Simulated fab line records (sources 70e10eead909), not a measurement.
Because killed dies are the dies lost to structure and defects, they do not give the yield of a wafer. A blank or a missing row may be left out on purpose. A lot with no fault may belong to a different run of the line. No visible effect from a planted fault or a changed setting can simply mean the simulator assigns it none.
fab line records	flow nand_harc
record: lots: 11	wafers: 33	last_day: 33
route steps=1302 shown A_BLC@1119
lots untouched by any fault: they come from a run of this same line in which no faults occurred
start_h: the number of hours between the record's first day and the start of the first shown wafer of the lot	wait_h: hours from the lot's prior step to this one	" repeats the value in the row above	L1.1+2: a row that stands for several wafers	- no value, or no start given	* or withheld: withheld	< > ~ a bound
route shown NAME@n: a module of which the file shows steps, and the number in the route of the first	usual: mean/standard deviation of fault-free wafers	same: alike in all rows	chamber/n: place in a boat	sites: each site's reading	_std_site: the values' standard deviation	_edge_site: outer sites' mean less inner sites'	radius_mm: how far each site lies from the wafer's centre	mask NAME#n: copy n	behind: the last tool/chamber to shape the wafer	hold: why the lot was held/for how many hours/how that ended	device: names the non-switching transistor (n, p or np)	end of line: tests of these same wafers at the route's end	where a step has no rows: the recipe by itself	killed: dies that structure and defects cost at the first sort, which is not the same as the wafer's yield	map: a wafer's dies, marking killed ones x, the rest . and places with no die _
set.NAME: the run value of the setting; set.NAME@STEP: its run value at that earlier step	model.NAME: the simulator's own value behind a step, which no gauge read
one table for each step of the route and one row for each wafer, over a sample of lots
services: a tool's chamber out of use, with start hour (start_h, from the record's first day; less than 0 if before it), hours out, and reason
== steps ==
step: NHARC_A_BLC_INSPECT_12
usual: raw_defect_count: 83/34
lot.wafer	tool	chamber	start_h	wait_h	raw_defect_count
L248.1	defect_inspect-02	-	520.54	0.0	88
L248.3	"	-	"	"	101
L248.6	"	-	"	"	100
L250.4	defect_inspect-02	-	535.55	0.0	78
L250.5	"	-	"	"	69
L250.6	"	-	"	"	73
L249.1	defect_inspect-01	-	536.79	0.0	108
L249.4	"	-	"	"	108
L249.5	"	-	"	"	108
L251.1	defect_inspect-02	-	564.09	0.0	108
L251.2	"	-	"	"	116
L251.6	"	-	"	"	109
L253.2	defect_inspect-01	-	576.36	0.0	60
L253.3	"	-	"	"	55
L253.5	"	-	"	"	66
L259.2	defect_inspect-02	-	632.26	0.0	92
L259.5	"	-	"	"	88
L259.6	"	-	"	"	79
L260.1	defect_inspect-02	-	633.60	0.0	144
L260.2	"	-	"	"	152
L260.6	"	-	"	"	132
L262.1	defect_inspect-02	-	665.39	0.0	69
L262.2	"	-	"	"	78
L262.6	"	-	"	"	77
L263.1	defect_inspect-02	-	676.59	0.0	167
L263.4	"	-	"	"	148
L263.6	"	-	"	"	163
L265.2	defect_inspect-02	-	682.48	0.0	25
L265.4	"	-	"	"	22
L265.6	"	-	"	"	26
L270.2	defect_inspect-02	-	734.44	0.0	12
L270.4	"	-	"	"	17
L270.6	"	-	"	"	10
step: NHARC_A_BLC_ETCH_16
recipe: target_depth_a: 390	over_etch_frac: 0.3	time_s: 65	ion_energy_ev: 80	cf4_flow_sccm: 150	ar_flow_sccm: 0	rf_w: 300	bias_w: 100	chemistry: CF4
usual: drypump_motor_current_A: 5.5/0.33	oes_product_au: 0.999/0.0067	rf_vpp_V: 151.4/1.1	showerhead_plenum_p_Torr: 1.76/0.072	throttle_valve_pct: 13.285/0.0097
lot.wafer	tool	chamber	start_h	wait_h	drypump_motor_current_A	oes_product_au	rf_hours_counter_h	rf_vpp_V	showerhead_plenum_p_Torr	throttle_valve_pct
L248.3	rie_diel-08	1	520.69	0.1	5.9	1.000	10	150.1	1.67	13.280
L248.1	"	0	"	"	5.3	0.988	10	152.8	1.86	13.287
L248.6	"	2	"	"	5.7	0.994	-	149.6	1.71	13.287
L250.4	rie_diel-08	2	535.71	0.1	5.7	0.986	14	150.6	1.71	13.276
L250.6	"	1	"	"	5.9	1.001	-	149.4	1.67	13.281
L250.5	"	2	"	"	5.7	0.995	-	150.7	1.71	13.281
L249.1	rie_diel-05	0	536.94	0.1	5.3	1.008	7	153.0	1.85	13.287
L249.4	"	1	"	"	5.1	1.004	7	151.6	1.83	13.274
L249.5	"	1	"	"	5.1	0.994	-	151.5	1.83	13.278
L251.2	rie_diel-05	2	564.23	0.1	5.6	1.008	9	150.2	1.65	13.303
L251.1	"	1	"	"	5.2	1.008	9	152.3	1.83	13.287
L251.6	"	2	"	"	5.6	0.999	-	149.9	1.65	13.289
L253.3	rie_diel-05	2	576.51	0.1	5.6	0.998	10	149.2	1.65	13.275
L253.2	"	0	"	"	5.3	1.011	10	152.0	1.85	13.275
L253.5	"	2	"	"	5.6	0.991	-	150.4	1.65	13.267
L259.2	rie_diel-05	3	632.43	0.1	6.2	0.991	3	152.3	1.77	13.287
L259.5	"	0	"	"	5.3	0.985	-	152.5	1.85	13.271
L259.6	"	1	"	"	5.1	0.992	-	153.4	1.83	13.291
L260.1	rie_diel-09	2	633.74	0.1	5.6	1.000	24	149.9	1.70	13.278
L260.2	"	3	"	"	5.3	1.002	45	152.4	1.82	13.282
L260.6	"	3	"	"	5.3	0.993	-	151.5	1.82	13.291
L262.2	rie_diel-08	0	665.54	0.1	5.2	0.998	7	151.1	1.86	13.294
L262.1	"	2	"	"	5.7	0.996	7	152.4	1.71	13.289
L262.6	"	0	"	"	5.2	0.996	-	151.1	1.86	13.284
L263.1	rie_diel-08	0	676.74	0.1	5.2	0.996	8	152.1	1.86	13.283
L263.4	"	2	"	"	5.7	1.003	9	151.3	1.71	13.316
L263.6	"	3	"	"	5.5	0.998	-	150.8	1.73	13.281
L265.4	rie_diel-05	0	682.63	0.1	5.3	0.989	5	152.6	1.85	13.287
L265.2	"	1	"	"	5.2	1.002	5	150.9	1.83	13.292
L265.6	"	0	"	"	5.3	0.995	-	151.2	1.85	13.284
L270.4	rie_diel-08	3	734.59	0.1	5.5	1.000	0	150.9	1.73	13.281
L270.2	"	0	"	"	5.2	1.012	0	153.5	1.86	13.287
L270.6	"	3	"	"	5.5	1.010	-	151.5	1.73	13.280
step: NHARC_A_BLC_STRIP_29
recipe: cf4_flow_sccm: 150	ar_flow_sccm: 0	bias_w: 0	chemistry: CF4
usual: drypump_motor_current_A: 5.54/0.3	oes_product_au: 0.999/0.0065	rf_vpp_V: 59.3/0.92	showerhead_plenum_p_Torr: 1.76/0.072	throttle_valve_pct: 13.285/0.0091
lot.wafer	tool	chamber	start_h	wait_h	drypump_motor_current_A	oes_product_au	rf_hours_counter_h	rf_vpp_V	showerhead_plenum_p_Torr	throttle_valve_pct
L248.3	rie_diel-05	3	521.65	0.1	6.22	1.025	4	59.9	1.77	13.294
L248.1	"	1	"	"	5.18	1.008	7	60.7	1.83	13.287
L248.6	"	3	"	"	6.21	1.013	-	59.4	1.77	13.271
L250.4	rie_diel-08	3	536.96	0.1	5.52	0.999	15	60.8	1.74	13.296
L250.6	"	3	"	"	5.48	0.998	-	58.7	1.73	13.287
L250.5	"	0	"	"	5.21	0.999	-	60.0	1.86	13.300
L249.4	rie_diel-08	0	537.89	0.1	5.23	1.002	14	59.7	1.86	13.292
L249.1	"	3	"	"	5.53	0.997	15	60.0	1.73	13.274
L249.5	"	1	"	"	5.94	0.998	-	58.3	1.67	13.283
L251.1	rie_diel-08	3	565.20	0.1	5.51	1.001	0	58.7	1.73	13.289
L251.2	"	1	"	"	5.95	0.985	0	59.5	1.67	13.283
L251.6	"	3	"	"	5.52	1.002	-	59.4	1.73	13.278
L253.2	rie_diel-08	2	577.46	0.1	5.74	1.005	1	58.6	1.71	13.280
L253.3	"	0	"	"	5.21	1.007	1	60.8	1.86	13.287
L253.5	"	3	"	"	5.50	1.004	-	59.8	1.73	13.257
L259.2	rie_diel-08	2	633.37	0.1	5.71	1.005	6	58.5	1.71	13.291
L259.6	"	1	"	"	5.92	1.001	-	58.2	1.67	13.289
L259.5	"	2	"	"	5.74	1.005	-	59.3	1.71	13.277
L260.2	rie_diel-08	1	634.73	0.1	5.86	0.998	5	58.2	1.67	13.280
L260.1	"	2	"	"	5.72	1.004	6	57.3	1.71	13.292
L260.6	"	0	"	"	5.24	0.996	-	60.1	1.86	13.283
L262.1	rie_diel-09	2	666.50	0.1	5.56	0.999	29	60.7	1.70	13.285
L262.2	"	1	"	"	5.36	1.004	47	59.4	1.82	13.292
L262.6	"	3	"	"	5.34	0.998	-	60.1	1.81	13.280
L263.4	rie_diel-08	0	677.70	0.1	5.23	0.996	8	59.0	1.86	13.310
L263.1	"	2	"	"	5.74	0.996	9	58.5	1.71	13.302
L263.6	"	3	"	"	5.51	1.006	-	59.3	1.73	13.295
L265.2	rie_diel-09	0	683.60	0.1	5.20	1.006	0	59.4	1.72	13.281
L265.4	"	1	"	"	5.39	1.008	0	59.2	1.82	13.286
L265.6	"	2	"	"	5.57	1.003	-	60.2	1.70	13.287
L270.2	rie_diel-08	3	735.55	0.1	5.51	1.000	1	59.5	1.73	13.289
L270.4	"	1	"	"	5.90	0.994	0	60.3	1.67	13.279
L270.6	"	0	"	"	5.24	0.994	-	60.6	1.86	13.281
step: NHARC_A_BLC_CVD_24
recipe: target_thk_a: 1500	temp_c: 300	pressure_torr: 40	wf6_flow_sccm: 40	h2_flow_sccm: 1600	ar_flow_sccm: 1560	time_s: 434	material: W
usual: heater_power_w: 482/37	throttle_valve_pct: 8.1/0.38
lot.wafer	tool	chamber	start_h	wait_h	heater_power_w	throttle_valve_pct
L248.1	cvd_w-02	1	522.61	-	476	7.9
L248.3	"	1	"	"	487	7.8
L248.6	"	1	"	"	479	7.8
L250.4	cvd_w-01	1	538.07	-	447	7.8
L250.5	"	1	"	"	448	8.0
L250.6	"	0	"	"	529	8.7
L249.1	cvd_w-02	1	538.95	-	484	7.8
L249.4	"	0	"	"	467	8.0
L249.5	"	0	"	"	461	7.9
L251.2	cvd_w-01	1	566.15	-	444	8.1
L251.1	"	0	"	"	548	8.6
L251.6	"	0	"	"	537	8.8
L253.2	cvd_w-02	1	578.43	-	480	8.0
L253.3	"	1	"	"	476	8.1
L253.5	"	1	"	"	488	8.0
L259.2	cvd_w-01	1	634.41	-	434	8.2
L259.6	"	0	"	"	562	8.6
L259.5	"	1	"	"	433	8.1
L260.2	cvd_w-01	0	635.78	-	543	8.7
L260.1	"	1	"	"	439	7.8
L260.6	"	1	"	"	431	8.2
L262.1	cvd_w-02	0	667.47	-	464	8.1
L262.2	"	1	"	"	467	7.7
L262.6	"	0	"	"	461	8.2
L263.1	cvd_w-02	1	678.73	-	462	7.7
L263.4	"	0	"	"	467	7.6
L263.6	"	1	"	"	478	7.7
L265.2	cvd_w-02	1	684.63	-	452	8.0
L265.4	"	1	"	"	463	7.7
L265.6	"	1	"	"	461	8.1
L270.2	cvd_w-02	0	736.53	-	458	7.6
L270.4	"	1	"	"	472	7.7
L270.6	"	1	"	"	476	8.0
step: NHARC_A_BLC_CMP_25
recipe: t_overpolish_s: 30	target_thk_nm: 150
usual: edge_zone_pressure_frac: 1.000/0.0049	motor_current_A: 12.2/1.1	overpolish_run_s: 30.000/0.0096	time_to_endpoint_s: 29.9/2.1
lot.wafer	tool	chamber	start_h	wait_h	edge_zone_pressure_frac	motor_current_A	overpolish_run_s	time_to_endpoint_s
L248.1	cmp-03	3	523.61	0.8	1.003	12.2	29.990	27.6
L248.3	"	1	"	"	0.998	11.5	30.007	31.2
L248.6	"	3	"	"	0.999	12.9	30.001	29.3
L250.4	cmp-01	0	538.51	0.4	1.002	12.5	30.008	28.1
L250.6	"	2	"	"	0.993	10.7	29.988	25.9
L250.5	"	3	"	"	1.011	10.8	30.015	26.1
L249.4	cmp-02	0	539.43	0.3	0.993	13.8	29.984	28.6
L249.1	"	2	"	"	0.998	14.3	30.013	30.8
L249.5	"	0	"	"	1.001	13.1	29.988	31.1
L251.2	cmp-03	0	566.74	0.5	1.006	12.3	30.010	30.4
L251.1	"	1	"	"	1.000	11.3	29.994	36.1
L251.6	"	2	"	"	0.999	11.6	29.990	30.8
L253.2	cmp-01	0	578.97	0.5	1.000	11.8	29.986	26.6
L253.3	"	2	"	"	0.999	10.6	29.995	28.4
L253.5	"	0	"	"	0.999	12.5	30.005	29.7
L259.2	cmp-02	0	634.89	0.4	1.006	13.6	29.993	30.9
L259.5	"	3	"	"	1.005	11.7	29.992	32.1
L259.6	"	0	"	"	1.005	13.7	29.987	58.4
L260.2	cmp-03	0	636.34	0.5	0.999	13.1	30.017	26.2
L260.1	"	3	"	"	0.994	12.4	29.997	29.3
L260.6	"	1	"	"	1.002	11.4	30.013	57.4
L262.1	cmp-02	1	668.05	0.5	1.003	13.7	30.011	31.8
L262.2	"	2	"	"	1.010	13.3	30.005	30.5
L262.6	"	0	"	"	1.008	13.6	29.990	30.0
L263.4	cmp-03	2	679.21	0.3	1.013	11.9	30.008	28.1
L263.1	"	0	"	"	1.003	11.8	29.997	27.7
L263.6	"	1	"	"	1.003	11.4	29.993	31.4
L265.2	cmp-01	0	685.09	0.4	0.995	12.5	30.002	30.3
L265.4	"	1	"	"	1.006	13.4	30.001	33.2
L265.6	"	0	"	"	0.994	12.5	29.999	30.6
L270.2	cmp-02	2	737.06	0.5	0.999	13.5	30.011	28.2
L270.4	"	3	"	"	0.989	11.4	30.000	29.5
L270.6	"	3	"	"	0.992	12.1	29.993	29.9
== services ==
tool	chamber	start_h	hours	kind
rie_diel-08	0	497.87	8.6	repair
cvd_w-02	0	521.89	2.1	repair
cmp-02	-	527.85	4.0	pm
cmp-03	-	537.76	2.6	repair
rie_diel-08	-	544.81	9.0	pm
cvd_w-01	-	547.00	13.0	pm
cmp-03	-	554.04	4.0	pm
cmp-02	-	573.78	2.1	repair
cvd_w-01	-	578.24	0.7	repair
rie_diel-05	2	582.00	29.5	repair
rie_diel-05	-	583.60	9.0	pm
cmp-03	-	589.62	1.3	repair
cmp-02	-	622.93	2.2	repair
cmp-02	-	625.85	4.0	pm
cvd_w-02	-	631.29	13.0	pm
rie_diel-08	2	638.33	2.5	repair
cmp-03	-	652.04	4.0	pm
cmp-03	-	656.11	1.1	repair
rie_diel-08	0	658.49	5.7	repair
cvd_w-01	1	667.54	3.0	repair
cvd_w-02	-	706.75	0.3	repair
cmp-02	-	709.46	1.2	repair
rie_diel-08	-	721.81	9.0	pm
rie_diel-05	1	734.74	7.7	repair
== key ==
first_sign: step: NHARC_A_BLC_CMP_25	reading: time_to_endpoint_s	direction: up	sigmas: 13	usual: *	struck: *
effect none on later readings
met_at NHARC_A_BLC_CVD_24
struck_lots L259,L260
struck_wafers L259.6,L260.6
tester_left_out L259,L260
not_acting_at NHARC_A_BLC_INSPECT_12,NHARC_A_BLC_ETCH_16,NHARC_A_BLC_STRIP_29
onset_between 566.15 634.41
fault: kind: process_parameter_drift	tool: cvd_w-01	chamber: -	onset_h: 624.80	steps: NHARC_A_BLC_CVD_24	channel: target_thk_a	offset: *	shape: step	end_h: 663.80	scope: struck_wafers_only	acts_in: *	stated: *
tester_left_out: of these lots the tester's yield and bins aren't shown, on N5 and GAA mostly nor the transistor test; their killed dies are dies lost to structure and defects alone, not to doping, threshold or leakage, so they don't give the yield
